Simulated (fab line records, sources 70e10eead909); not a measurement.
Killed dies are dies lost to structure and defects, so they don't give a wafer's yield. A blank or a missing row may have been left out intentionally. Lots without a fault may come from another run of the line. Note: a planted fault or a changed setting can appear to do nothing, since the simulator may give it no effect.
fab line records	flow nandHarc
record: lots: 24	wafers: 72	lastDay: 33
route steps=1302 shown A_M0@1151 A_M1@1191 A_BONDPAD@1202
lots untouched by any fault: they come from a run of this same line in which no faults occurred
startH: hours from the record's first day to the start of the lot's first wafer shown	waitH: how many hours have passed since the lot's step before this one	" same as the row above	L1.1+2: a row that stands for several wafers	- value missing, or start not given	* or withheld: withheld	< > ~ a bound
route shown NAME@n: names a module that has steps shown in the file, with the first one's number in the route	usual: the fault-free wafers' mean and standard deviation	same: alike in all rows	chamber/n: place in a boat	sites: readings site by site	_std_site: how widely they spread, as a standard deviation	_edge_site: the outer-site mean with the inner-site mean subtracted	radiusMm: for every site, how far away it sits from the centre of the wafer	mask NAME#n: copy n	behind: the most recent tool/chamber to have shaped the wafer	hold: cause of the lot's hold/its duration in hours/its outcome	device: names the non-switching transistor (n, p or np)	end of line: the same wafers' tests at the end of the route	where a step has no rows: the recipe by itself	killed: dies lost to structure and defects at the first sort, not the wafer's yield	map: a wafer's dies, marking killed ones x, the rest . and places with no die _
set.NAME: the run value of the setting; set.NAME@STEP: its run value at that earlier step	model.NAME: the simulator's own value behind a step, which no gauge read
one table for each step of the route and one row for each wafer, over a sample of lots
services: the hour from which a tool's chamber was out of use, counted from the record's first day as startH (under 0 if before that day), plus the number of hours and why
== steps ==
step: NHARC_A_M0_ETCH_34
recipe: targetDepthA: 400	overetchA: 120	timeS: 43.94	ionEnergyEv: 200	n2FlowSccm: 150	h2FlowSccm: 150	arFlowSccm: 0	rfW: 400	biasW: 150	chemistry: N2/H2
usual: biasW: 150.0/0.45	drypumpMotorCurrentA: 5.6/0.36	h2FlowSccm: 150.0/0.45	n2FlowSccm: 150.0/0.43	oesProductAu: 0.999/0.0068	rfFwdPowerW: 395.9/1.5	rfVppV: 430.3/2.8	showerheadPlenumPTorr: 2.03/0.098	throttleValvePct: 14.173/0.0095
lot.wafer	tool	chamber	startH	waitH	biasW	drypumpMotorCurrentA	h2FlowSccm	n2FlowSccm	oesProductAu	rfFwdPowerW	rfHoursCounterH	rfVppV	showerheadPlenumPTorr	throttleValvePct
L074.2	rieDiel-07	3	526.67	0.1	149.2	5.1	150.6	149.7	0.990	397.2	2.1	431.4	2.11	14.180
L074.1	"	0	"	"	150.3	5.6	149.7	150.4	0.988	397.0	2.0	432.9	2.10	14.167
L074.6	"	1	"	"	150.7	5.4	149.7	150.8	1.009	398.1	-	426.5	1.94	14.187
L075.3	rieDiel-02	0	527.64	0.1	150.6	6.1	150.4	149.9	0.995	394.7	5.2	428.7	1.94	14.154
L075.1	"	1	"	"	149.9	5.4	150.0	150.2	0.993	394.8	5.1	433.7	2.13	14.184
L075.6	"	3	"	"	149.2	5.3	149.6	150.5	0.996	396.6	-	429.6	2.03	14.182
L077.1	rieDiel-02	0	546.30	0.1	150.5	6.1	149.7	150.5	0.992	395.2	5.8	427.4	1.94	14.180
L077.6	"	0	"	"	150.9	6.1	150.1	149.6	0.991	394.9	-	427.9	1.94	14.158
L077.5	"	1	"	"	149.2	5.4	149.4	149.5	0.993	393.8	-	432.7	2.13	14.176
L076.3	rieDiel-02	0	546.88	0.1	150.2	6.1	150.0	149.4	0.994	393.8	5.8	428.3	1.94	14.171
L076.4	"	1	"	"	150.1	5.4	149.6	150.1	0.993	396.2	5.7	431.6	2.13	14.170
L076.2	"	3	"	"	150.4	5.3	150.1	150.2	0.991	396.3	6.3	430.1	2.03	14.173
L078.4	rieDiel-07	1	553.07	0.1	149.5	5.4	150.7	150.3	1.008	397.6	4.0	428.7	1.94	14.168
L078.6	"	1	"	"	150.0	5.4	150.5	150.1	1.015	397.0	-	425.3	1.94	14.169
L078.5	"	2	"	"	149.7	5.1	150.9	151.0	0.988	394.3	-	433.3	2.12	14.182
L079.2	rieDiel-09	1	563.07	0.1	149.6	5.8	149.9	150.5	0.992	396.2	4.6	428.6	1.95	14.171
L079.5	"	2	"	"	150.0	5.9	150.6	149.2	1.013	394.1	-	427.5	1.91	14.179
L079.6	"	3	"	"	150.4	6.4	149.1	151.0	1.002	393.4	-	426.2	1.93	14.175
L080.1	rieDiel-07	1	582.16	0.1	150.4	5.4	150.6	150.5	0.995	399.3	5.8	426.4	1.94	14.164
L080.4	"	0	"	"	150.3	5.6	149.7	150.1	0.999	395.6	6.1	431.9	2.09	14.168
L080.6	"	2	"	"	149.4	5.1	149.7	149.6	0.998	394.9	-	433.6	2.12	14.161
L081.3	rieDiel-07	1	583.30	0.1	150.0	5.4	150.3	150.2	0.997	395.5	5.8	426.3	1.94	14.185
L081.1	"	3	"	"	150.1	5.1	150.6	150.0	0.982	396.2	6.2	431.8	2.11	14.164
L081.6	"	0	"	"	150.8	5.6	149.9	149.9	1.001	397.8	-	431.0	2.09	14.186
L082.4	rieDiel-02	2	597.55	0.1	150.2	5.6	150.7	149.6	1.000	394.0	0.5	433.8	2.19	14.161
L082.1	"	3	"	"	149.9	5.3	150.9	150.0	0.997	396.2	0.6	429.6	2.03	14.170
L082.2	"	1	"	"	150.5	5.4	150.4	149.9	1.007	395.9	0.5	432.4	2.13	14.163
L083.1	rieDiel-09	1	608.88	0.1	149.9	5.8	150.3	149.9	1.006	396.2	7.4	426.2	1.95	14.176
L083.6	"	0	"	"	149.4	5.6	150.6	150.3	1.000	397.0	-	426.0	1.89	14.167
L083.5	"	1	"	"	149.6	5.8	149.8	149.8	0.999	393.4	-	430.3	1.95	14.187
L084.3	rieDiel-09	0	632.63	0.1	149.4	5.6	149.8	150.9	0.992	396.7	8.2	426.9	1.89	14.156
L084.2	"	2	"	"	150.0	5.9	149.1	150.0	0.995	393.5	8.2	427.3	1.90	14.165
L084.5	"	1	"	"	149.6	5.9	150.2	150.5	0.998	398.3	-	426.3	1.95	14.170
L085.4	rieDiel-07	1	634.32	0.1	150.2	5.4	150.2	150.8	0.987	395.9	7.8	426.5	1.94	14.169
L085.2	"	2	"	"	150.3	5.1	149.9	149.9	0.988	394.3	6.0	433.0	2.12	14.172
L085.5	"	0	"	"	149.4	5.6	149.6	149.3	0.994	398.3	-	431.6	2.09	14.171
L086.1	rieDiel-07	1	635.98	0.1	150.5	5.4	150.1	149.7	0.990	397.8	8.0	428.5	1.94	14.163
L086.2	"	2	"	"	150.0	5.0	150.1	150.3	0.991	395.0	6.2	432.0	2.12	14.182
L086.3	"	3	"	"	149.4	5.1	149.9	150.6	0.999	393.7	8.9	433.4	2.11	14.185
L087.4	rieDiel-02	3	647.70	0.1	150.0	5.3	150.2	150.1	0.997	396.6	3.0	430.5	2.03	14.182
L087.5	"	3	"	"	149.8	5.2	149.7	149.7	1.004	394.8	-	430.8	2.03	14.152
L087.6	"	0	"	"	150.1	6.1	149.6	150.5	0.993	395.8	-	427.1	1.94	14.177
L089.3	rieDiel-02	0	665.65	0.1	149.8	6.1	149.0	149.6	1.011	394.9	4.1	427.9	1.94	14.165
L089.6	"	2	"	"	150.3	5.6	150.1	149.6	1.011	397.0	-	435.1	2.19	14.165
L089.5	"	3	"	"	150.0	5.3	150.1	150.5	1.005	394.5	-	431.6	2.03	14.162
L088.1	rieDiel-02	0	674.26	0.1	150.6	6.1	149.6	150.4	1.003	396.4	4.2	426.9	1.94	14.173
L088.4	"	1	"	"	150.2	5.4	150.9	149.9	1.000	396.0	4.0	431.7	2.12	14.175
L088.3	"	2	"	"	150.5	5.6	149.8	149.7	1.003	397.9	3.6	435.2	2.19	14.187
L091.1	rieDiel-02	2	680.68	0.1	149.7	5.5	150.2	149.8	1.000	398.7	3.7	434.3	2.19	14.167
L091.2	"	3	"	"	149.3	5.3	148.9	150.5	1.009	393.7	3.9	430.3	2.03	14.167
L091.5	"	3	"	"	150.1	5.3	149.3	149.6	1.003	396.2	-	428.9	2.03	14.168
L090.3	rieDiel-02	1	699.93	0.1	149.3	5.4	150.0	149.6	0.995	396.9	4.8	433.1	2.12	14.180
L090.1	"	2	"	"	149.8	5.6	150.5	150.7	1.006	397.8	4.8	435.3	2.19	14.176
L090.5	"	0	"	"	150.2	6.1	149.9	150.1	1.007	395.1	-	428.4	1.94	14.163
L092.1	rieDiel-02	3	709.14	0.1	149.9	5.3	149.3	149.4	0.995	397.1	5.4	431.2	2.03	14.185
L092.4	"	1	"	"	149.6	5.4	150.2	150.4	0.995	396.7	5.2	433.3	2.12	14.174
L092.2	"	2	"	"	149.4	5.6	150.1	149.8	0.994	398.5	5.0	434.5	2.19	14.186
L095.2	rieDiel-02	1	718.11	0.1	149.8	5.4	149.5	150.5	1.000	396.8	5.8	432.2	2.12	14.180
L095.1	"	2	"	"	149.9	5.6	149.7	149.9	0.996	397.3	5.7	435.2	2.19	14.160
L095.5	"	1	"	"	150.3	5.4	149.4	150.0	1.001	396.6	-	432.1	2.12	14.178
L093.1	rieDiel-09	1	722.88	0.1	149.6	5.9	150.4	150.0	1.004	394.8	0.9	428.0	1.94	14.189
L093.5	"	0	"	"	150.2	5.7	150.7	150.8	0.999	397.2	-	425.6	1.89	14.154
L093.6	"	1	"	"	150.0	5.8	149.9	150.0	0.999	397.3	-	428.1	1.94	14.177
L094.1	rieDiel-02	0	723.30	0.1	150.3	6.1	150.4	149.8	0.997	395.0	6.1	429.0	1.94	14.185
L094.4	"	2	"	"	150.2	5.6	150.7	149.9	1.000	397.3	5.8	434.0	2.19	14.162
L094.6	"	3	"	"	149.9	5.3	150.0	149.6	1.000	392.9	-	429.7	2.03	14.190
L096.3	rieDiel-02	3	731.68	0.1	150.5	5.3	149.6	149.5	0.997	395.6	6.2	430.8	2.03	14.156
L096.1	"	1	"	"	148.9	5.4	150.3	149.5	0.999	397.4	6.2	431.5	2.12	14.182
L096.6	"	3	"	"	150.2	5.3	150.7	150.0	1.001	396.1	-	431.3	2.03	14.180
L097.2	rieDiel-07	2	753.00	0.1	149.9	5.1	150.8	150.1	0.993	394.7	6.1	433.6	2.12	14.161
L097.1	"	3	"	"	150.9	5.1	150.3	149.6	0.991	394.9	6.4	432.8	2.11	14.181
L097.4	"	0	"	"	150.5	5.6	150.4	150.3	1.001	396.7	5.8	432.8	2.09	14.172
step: NHARC_A_M0_PVD_21
recipe: targetThkA: 300	chamberPressurePa: 5	powerW: 5000	substrateTempC: 30	timeS: 20.49	material: Cu
usual: throttleValvePct: 30.2/1.3
lot.wafer	tool	chamber	startH	waitH	throttleValvePct
L074.1	pvdSputter-02	-	-	-	31.2
L074.2	"	-	"	"	31.2
L074.6	"	-	"	"	31.4
L075.1	pvdSputter-01	-	-	-	28.6
L075.3	"	-	"	"	31.6
L075.6	"	-	"	"	28.7
L077.1	pvdSputter-01	-	-	-	29.1
L077.6	"	-	"	"	29.2
L077.5	"	-	"	"	29.0
L076.4	pvdSputter-02	-	-	-	31.5
L076.2	"	-	"	"	31.4
L076.3	"	-	"	"	31.2
L078.4	pvdSputter-03	-	-	-	28.6
L078.5	"	-	"	"	30.7
L078.6	"	-	"	"	28.5
L079.2	pvdSputter-02	-	-	-	31.3
L079.6	"	-	"	"	31.7
L079.5	"	-	"	"	31.0
L080.1	pvdSputter-02	-	-	-	31.5
L080.4	"	-	"	"	30.8
L080.6	"	-	"	"	31.8
L081.1	pvdSputter-02	-	-	-	31.8
L081.3	"	-	"	"	31.4
L081.6	"	-	"	"	32.1
L082.4	pvdSputter-02	-	-	-	31.3
L082.1	"	-	"	"	31.0
L082.2	"	-	"	"	31.4
L083.1	pvdSputter-01	-	-	-	28.4
L083.5	"	-	"	"	28.3
L083.6	"	-	"	"	28.7
L084.3	pvdSputter-01	-	-	-	29.0
L084.2	"	-	"	"	31.2
L084.5	"	-	"	"	28.3
L085.2	pvdSputter-03	-	-	-	30.6
L085.4	"	-	"	"	28.8
L085.5	"	-	"	"	28.8
L086.2	pvdSputter-03	-	-	-	30.7
L086.3	"	-	"	"	28.8
L086.1	"	-	"	"	28.3
L087.4	pvdSputter-02	-	-	-	31.0
L087.5	"	-	"	"	29.9
L087.6	"	-	"	"	30.7
L089.3	pvdSputter-02	-	-	-	30.6
L089.6	"	-	"	"	32.4
L089.5	"	-	"	"	31.0
L088.4	pvdSputter-01	-	-	-	29.1
L088.3	"	-	"	"	29.2
L088.1	"	-	"	"	31.5
L091.1	pvdSputter-02	-	-	-	32.5
L091.2	"	-	"	"	30.6
L091.5	"	-	"	"	31.1
L090.1	pvdSputter-03	-	-	-	28.9
L090.3	"	-	"	"	29.1
L090.5	"	-	"	"	28.6
L092.2	pvdSputter-02	-	-	-	30.6
L092.1	"	-	"	"	30.3
L092.4	"	-	"	"	30.6
L095.1	pvdSputter-01	-	-	-	29.0
L095.2	"	-	"	"	31.7
L095.5	"	-	"	"	28.3
L093.1	pvdSputter-02	-	-	-	30.9
L093.6	"	-	"	"	30.5
L093.5	"	-	"	"	32.5
L094.1	pvdSputter-03	-	-	-	29.1
L094.4	"	-	"	"	30.0
L094.6	"	-	"	"	29.0
L096.3	pvdSputter-03	-	-	-	30.5
L096.1	"	-	"	"	29.4
L096.6	"	-	"	"	29.0
L097.2	pvdSputter-01	-	-	-	29.0
L097.1	"	-	"	"	28.9
L097.4	"	-	"	"	28.5
step: NHARC_A_M1_PVD_20
recipe: targetThkA: 50	biasV: 168.6	powerW: 15000	chamberPressurePa: 0.12	timeS: 8.06	substrateTempC: 50	material: TaN
usual: throttleValvePct: 30.4/1.2
lot.wafer	tool	chamber	startH	waitH	throttleValvePct
L074.1	pvdSputter-01	-	-	-	29.0
L074.2	"	-	"	"	28.9
L074.6	"	-	"	"	28.2
L075.3	pvdSputter-01	-	-	-	31.5
L075.1	"	-	"	"	29.1
L075.6	"	-	"	"	31.7
L077.1	pvdSputter-02	-	-	-	30.9
L077.6	"	-	"	"	31.3
L077.5	"	-	"	"	31.8
L076.2	pvdSputter-01	-	-	-	28.8
L076.4	"	-	"	"	31.6
L076.3	"	-	"	"	28.1
L078.4	pvdSputter-03	-	-	-	28.6
L078.6	"	-	"	"	28.6
L078.5	"	-	"	"	29.2
L079.2	pvdSputter-01	-	-	-	28.5
L079.6	"	-	"	"	28.9
L079.5	"	-	"	"	28.7
L080.4	pvdSputter-02	-	-	-	31.5
L080.1	"	-	"	"	31.1
L080.6	"	-	"	"	31.4
L081.3	pvdSputter-03	-	-	-	29.2
L081.1	"	-	"	"	29.0
L081.6	"	-	"	"	30.7
L082.4	pvdSputter-02	-	-	-	31.2
L082.1	"	-	"	"	31.0
L082.2	"	-	"	"	31.3
L083.1	pvdSputter-02	-	-	-	31.1
L083.5	"	-	"	"	31.1
L083.6	"	-	"	"	31.6
L084.2	pvdSputter-02	-	-	-	31.1
L084.3	"	-	"	"	31.4
L084.5	"	-	"	"	31.5
L085.2	pvdSputter-03	-	-	-	30.7
L085.4	"	-	"	"	28.7
L085.5	"	-	"	"	28.7
L086.2	pvdSputter-01	-	-	-	28.5
L086.3	"	-	"	"	28.8
L086.1	"	-	"	"	28.9
L087.4	pvdSputter-03	-	-	-	30.8
L087.5	"	-	"	"	28.7
L087.6	"	-	"	"	28.7
L089.3	pvdSputter-02	-	-	-	32.2
L089.6	"	-	"	"	30.9
L089.5	"	-	"	"	30.2
L088.1	pvdSputter-02	-	-	-	31.2
L088.4	"	-	"	"	30.1
L088.3	"	-	"	"	30.7
L091.1	pvdSputter-02	-	-	-	30.2
L091.2	"	-	"	"	31.0
L091.5	"	-	"	"	30.1
L090.3	pvdSputter-02	-	-	-	30.2
L090.1	"	-	"	"	30.6
L090.5	"	-	"	"	31.4
L092.2	pvdSputter-02	-	-	-	30.9
L092.1	"	-	"	"	32.6
L092.4	"	-	"	"	30.1
L095.1	pvdSputter-03	-	-	-	30.0
L095.2	"	-	"	"	29.8
L095.5	"	-	"	"	30.0
L093.1	pvdSputter-02	-	-	-	32.4
L093.6	"	-	"	"	29.9
L093.5	"	-	"	"	31.0
L094.1	pvdSputter-03	-	-	-	30.4
L094.4	"	-	"	"	29.6
L094.6	"	-	"	"	29.3
L096.3	pvdSputter-02	-	-	-	31.0
L096.1	"	-	"	"	30.8
L096.6	"	-	"	"	30.9
L097.1	pvdSputter-02	-	-	-	31.0
L097.4	"	-	"	"	32.3
L097.2	"	-	"	"	31.2
step: NHARC_A_BONDPAD_DEP_00
recipe: targetThkA: 2500	tempC: 370	targetThkNm: 250	pressureTorr: 3	flowSccm: 200	rfW: 450	material: SiCN
usual: chamberPressureTorr: 3.000/0.0064	heaterPowerW: 550/59	rfFwdPowerW: 449.3/1.4
lot.wafer	tool	chamber	startH	waitH	chamberPressureTorr	heaterPowerW	rfFwdPowerW	sinceWetCleanH
L074.2	pecvd-01	2	533.79	-	2.984	554	450.8	23
L074.1	"	0	"	"	2.999	554	449.4	23
L074.6	"	0	"	"	2.998	552	449.2	-
L075.3	pecvd-01	1	534.89	-	2.999	637	450.1	24
L075.1	"	2	"	"	3.009	537	449.2	24
L075.6	"	0	"	"	3.009	503	446.6	-
L077.1	pecvd-04	0	553.66	-	3.009	669	449.3	90
L077.5	"	0	"	"	3.004	653	449.5	-
L077.6	"	2	"	"	3.018	460	450.1	-
L076.3	pecvd-01	1	-	-	2.996	553	450.2	43
L076.2	"	0	"	"	2.990	560	447.9	43
L076.4	"	0	"	"	2.996	554	446.9	-
L078.5	pecvd-03	2	560.53	-	2.995	527	450.6	-
L078.6	"	0	"	"	3.004	617	450.1	-
L078.4	"	1	"	"	2.999	467	451.2	-
L079.2	pecvd-01	1	570.30	-	3.007	641	448.1	59
L079.5	"	2	"	"	3.003	510	449.4	-
L079.6	"	0	"	"	3.005	509	450.6	-
L080.1	pecvd-03	1	589.29	-	2.998	567	449.3	29
L080.4	"	2	"	"	3.003	571	451.4	-
L080.6	"	0	"	"	3.002	653	452.0	-
L081.3	pecvd-03	1	590.61	-	2.995	471	447.7	31
L081.1	"	0	"	"	3.001	550	450.4	31
L081.6	"	1	"	"	3.008	500	448.1	-
L082.2	pecvd-01	2	604.68	-	3.001	440	447.2	93
L082.1	"	0	"	"	2.995	527	447.6	94
L082.4	"	2	"	"	2.999	474	448.8	-
L083.1	pecvd-03	0	616.08	-	3.011	647	449.5	56
L083.5	"	2	"	"	2.997	569	451.1	-
L083.6	"	0	"	"	3.000	650	449.8	-
L084.3	pecvd-03	1	640.40	-	3.000	559	450.2	80
L084.2	"	2	"	"	2.991	507	447.8	80
L084.5	"	2	"	"	3.002	516	448.4	-
L085.2	pecvd-01	2	642.01	-	2.998	466	449.7	131
L085.5	"	2	"	"	2.996	486	448.4	-
L085.4	"	0	"	"	2.991	544	448.5	-
L086.2	pecvd-03	2	643.78	-	2.995	559	448.7	84
L086.1	"	0	"	"	3.001	619	448.5	84
L086.3	"	1	"	"	2.999	520	450.7	84
L087.4	pecvd-04	2	-	-	3.011	479	452.6	-
L087.6	"	0	"	"	3.002	607	448.2	-
L087.5	"	1	"	"	3.003	575	451.9	-
L089.3	pecvd-01	1	673.13	-	3.001	558	451.8	162
L089.6	"	1	"	"	2.995	601	450.7	-
L089.5	"	2	"	"	2.994	469	451.3	-
L088.1	pecvd-03	1	681.37	-	2.989	548	446.5	121
L088.3	"	0	"	"	3.004	541	448.3	122
L088.4	"	2	"	"	2.992	611	446.3	-
L091.2	pecvd-03	2	687.93	-	2.998	552	449.7	128
L091.1	"	0	"	"	3.011	563	449.0	128
L091.5	"	2	"	"	3.006	575	446.4	-
L090.1	pecvd-04	2	707.43	-	3.008	483	448.9	63
L090.3	"	0	"	"	3.001	605	449.7	63
L090.5	"	1	"	"	3.004	579	449.0	-
L092.2	pecvd-01	0	720.00	-	3.004	559	448.1	28
L092.1	"	1	"	"	2.995	573	448.8	28
L092.4	"	0	"	"	3.002	554	449.4	-
L095.2	pecvd-03	1	725.74	-	2.993	537	448.9	166
L095.1	"	2	"	"	3.007	590	447.9	166
L095.5	"	2	"	"	2.993	584	448.4	-
L093.1	pecvd-01	2	-	-	2.992	536	449.5	38
L093.5	"	0	"	"	2.996	453	450.7	-
L093.6	"	2	"	"	2.998	530	451.0	-
L094.1	pecvd-01	2	730.71	-	2.992	477	448.9	39
L094.4	"	2	"	"	3.000	471	449.7	-
L094.6	"	1	"	"	2.988	594	449.2	-
L096.1	pecvd-04	2	739.06	-	3.000	432	448.3	95
L096.3	"	2	"	"	2.999	449	448.4	-
L096.6	"	2	"	"	3.015	453	447.5	-
L097.2	pecvd-01	1	-	-	3.006	521	451.2	68
L097.1	"	0	"	"	2.990	579	447.4	68
L097.4	"	0	"	"	2.994	456	448.0	-
step: NHARC_A_BONDPAD_THK_MEAS_30
recipe: thkMeasGauge: ellipsometry
usual: thkNm: 200.1/1.5
lot.wafer	tool	chamber	startH	waitH	thkNm
L074.1	filmMetro-01	-	534.45	0.2	198.9
L074.2	"	-	"	"	199.9
L074.6	"	-	"	"	199.0
L075.1	filmMetro-02	-	535.50	0.1	200.8
L075.3	"	-	"	"	200.9
L075.6	"	-	"	"	199.8
L077.1	filmMetro-01	-	554.32	0.2	197.5
L077.5	"	-	"	"	200.3
L077.6	"	-	"	"	197.1
L076.2	filmMetro-01	-	554.77	0.2	201.3
L076.3	"	-	"	"	198.8
L076.4	"	-	"	"	199.3
L078.4	filmMetro-01	-	561.05	0.2	200.3
L078.5	"	-	"	"	199.8
L078.6	"	-	"	"	200.4
L079.2	filmMetro-01	-	570.95	0.1	201.2
L079.5	"	-	"	"	198.7
L079.6	"	-	"	"	198.1
L080.1	filmMetro-02	-	589.94	0.2	201.2
L080.4	"	-	"	"	198.1
L080.6	"	-	"	"	200.0
L081.1	filmMetro-01	-	591.27	0.2	198.9
L081.3	"	-	"	"	199.2
L081.6	"	-	"	"	198.8
L082.1	filmMetro-02	-	605.34	0.2	199.3
L082.2	"	-	"	"	199.4
L082.4	"	-	"	"	197.0
L083.1	filmMetro-01	-	616.69	0.2	201.7
L083.5	"	-	"	"	200.4
L083.6	"	-	"	"	199.7
L084.2	filmMetro-02	-	641.02	0.2	201.1
L084.3	"	-	"	"	201.2
L084.5	"	-	"	"	199.8
L085.2	filmMetro-01	-	642.63	0.2	200.4
L085.4	"	-	"	"	203.0
L085.5	"	-	"	"	200.4
L086.1	filmMetro-02	-	644.43	0.1	198.7
L086.2	"	-	"	"	201.4
L086.3	"	-	"	"	201.2
L087.4	filmMetro-02	-	655.51	0.2	202.0
L087.5	"	-	"	"	202.2
L087.6	"	-	"	"	200.1
L089.3	filmMetro-02	-	673.79	0.2	198.2
L089.5	"	-	"	"	197.7
L089.6	"	-	"	"	198.7
L088.1	filmMetro-01	-	682.02	0.2	201.0
L088.3	"	-	"	"	203.9
L088.4	"	-	"	"	202.2
L091.1	filmMetro-02	-	688.58	0.2	202.7
L091.2	"	-	"	"	200.1
L091.5	"	-	"	"	200.3
L090.1	filmMetro-01	-	708.04	0.2	200.1
L090.3	"	-	"	"	199.8
L090.5	"	-	"	"	202.4
L092.1	filmMetro-02	-	720.61	0.2	199.6
L092.2	"	-	"	"	201.0
L092.4	"	-	"	"	199.7
L095.1	filmMetro-01	-	726.35	0.2	200.7
L095.2	"	-	"	"	201.6
L095.5	"	-	"	"	200.9
L093.1	filmMetro-01	-	730.64	0.2	199.6
L093.5	"	-	"	"	200.2
L093.6	"	-	"	"	198.7
L094.1	filmMetro-02	-	731.36	0.1	199.6
L094.4	"	-	"	"	200.8
L094.6	"	-	"	"	196.5
L096.1	filmMetro-01	-	739.85	0.2	200.7
L096.3	"	-	"	"	201.7
L096.6	"	-	"	"	199.2
L097.1	filmMetro-02	-	761.01	0.2	199.5
L097.2	"	-	"	"	199.3
L097.4	"	-	"	"	198.0
step: NHARC_A_BONDPAD_CD_MEAS_13
usual: cdNm: 499.5/1.5
lot.wafer	tool	chamber	startH	waitH	cdNm
L074.1	cdSem-02	-	535.54	-	501.2
L074.2	"	-	"	"	501.1
L074.6	"	-	"	"	501.3
L075.1	cdSem-03	-	536.60	-	499.6
L075.3	"	-	"	"	499.6
L075.6	"	-	"	"	498.5
L077.1	cdSem-02	-	555.28	-	498.8
L077.5	"	-	"	"	499.5
L077.6	"	-	"	"	498.5
L076.2	cdSem-02	-	555.87	-	499.5
L076.3	"	-	"	"	498.1
L076.4	"	-	"	"	498.0
L078.4	cdSem-01	-	562.16	-	501.8
L078.5	"	-	"	"	499.7
L078.6	"	-	"	"	500.2
L079.2	cdSem-02	-	572.05	-	497.4
L079.5	"	-	"	"	496.7
L079.6	"	-	"	"	498.2
L080.1	cdSem-02	-	591.35	-	499.2
L080.4	"	-	"	"	497.8
L080.6	"	-	"	"	498.8
L081.1	cdSem-03	-	592.36	-	499.5
L081.3	"	-	"	"	500.2
L081.6	"	-	"	"	500.1
L082.1	cdSem-03	-	606.32	-	503.0
L082.2	"	-	"	"	500.3
L082.4	"	-	"	"	500.4
L083.1	cdSem-01	-	617.81	-	498.0
L083.5	"	-	"	"	498.2
L083.6	"	-	"	"	499.1
L084.2	cdSem-02	-	641.99	-	498.8
L084.3	"	-	"	"	498.4
L084.5	"	-	"	"	497.3
L085.2	cdSem-03	-	643.60	-	500.6
L085.4	"	-	"	"	501.8
L085.5	"	-	"	"	501.0
L086.1	cdSem-02	-	645.40	-	500.9
L086.2	"	-	"	"	501.0
L086.3	"	-	"	"	501.3
L087.4	cdSem-01	-	656.48	-	496.7
L087.5	"	-	"	"	498.0
L087.6	"	-	"	"	498.5
L089.3	cdSem-03	-	674.89	-	501.7
L089.5	"	-	"	"	501.0
L089.6	"	-	"	"	501.4
L088.1	cdSem-01	-	683.12	-	501.8
L088.3	"	-	"	"	499.9
L088.4	"	-	"	"	501.6
L091.1	cdSem-02	-	689.73	-	499.1
L091.2	"	-	"	"	498.7
L091.5	"	-	"	"	498.8
L090.1	cdSem-02	-	709.18	-	500.3
L090.3	"	-	"	"	501.0
L090.5	"	-	"	"	499.4
L092.1	cdSem-03	-	721.77	-	499.7
L092.2	"	-	"	"	500.3
L092.4	"	-	"	"	500.2
L095.1	cdSem-01	-	727.44	-	497.9
L095.2	"	-	"	"	497.8
L095.5	"	-	"	"	498.9
L093.1	cdSem-03	-	731.74	-	498.6
L093.5	"	-	"	"	498.7
L093.6	"	-	"	"	499.6
L094.1	cdSem-01	-	732.34	-	497.5
L094.4	"	-	"	"	500.6
L094.6	"	-	"	"	499.8
L096.1	cdSem-03	-	740.87	-	502.2
L096.3	"	-	"	"	498.9
L096.6	"	-	"	"	500.4
L097.1	cdSem-03	-	762.10	-	498.2
L097.2	"	-	"	"	499.7
L097.4	"	-	"	"	498.6
== services ==
tool	chamber	startH	hours	kind
rieDiel-02	2	514.27	4.9	repair
pvdSputter-03	-	526.00	10.0	pm
pecvd-03	-	547.00	13.0	pm
pvdSputter-02	-	552.21	1.7	repair
rieDiel-02	-	570.70	9.0	pm
pvdSputter-01	-	582.05	10.0	pm
rieDiel-07	0	616.95	3.6	repair
pecvd-04	-	631.48	13.0	pm
pvdSputter-02	-	638.08	10.0	pm
rieDiel-09	-	640.04	0.2	repair
rieDiel-07	-	648.21	9.0	pm
pecvd-04	2	660.83	3.9	repair
rieDiel-07	0	668.24	2.6	repair
rieDiel-07	3	670.62	9.4	repair
rieDiel-09	-	674.15	9.0	pm
pecvd-01	-	679.23	13.0	pm
pecvd-01	-	702.13	1.7	repair
pvdSputter-03	-	704.00	10.0	pm
pvdSputter-02	-	720.93	2.3	repair
pecvd-03	-	728.00	13.0	pm
pvdSputter-01	-	732.10	0.5	repair
pvdSputter-01	-	746.46	5.1	repair
rieDiel-02	-	747.70	9.0	pm
pvdSputter-01	-	760.05	10.0	pm
== key ==
fault none
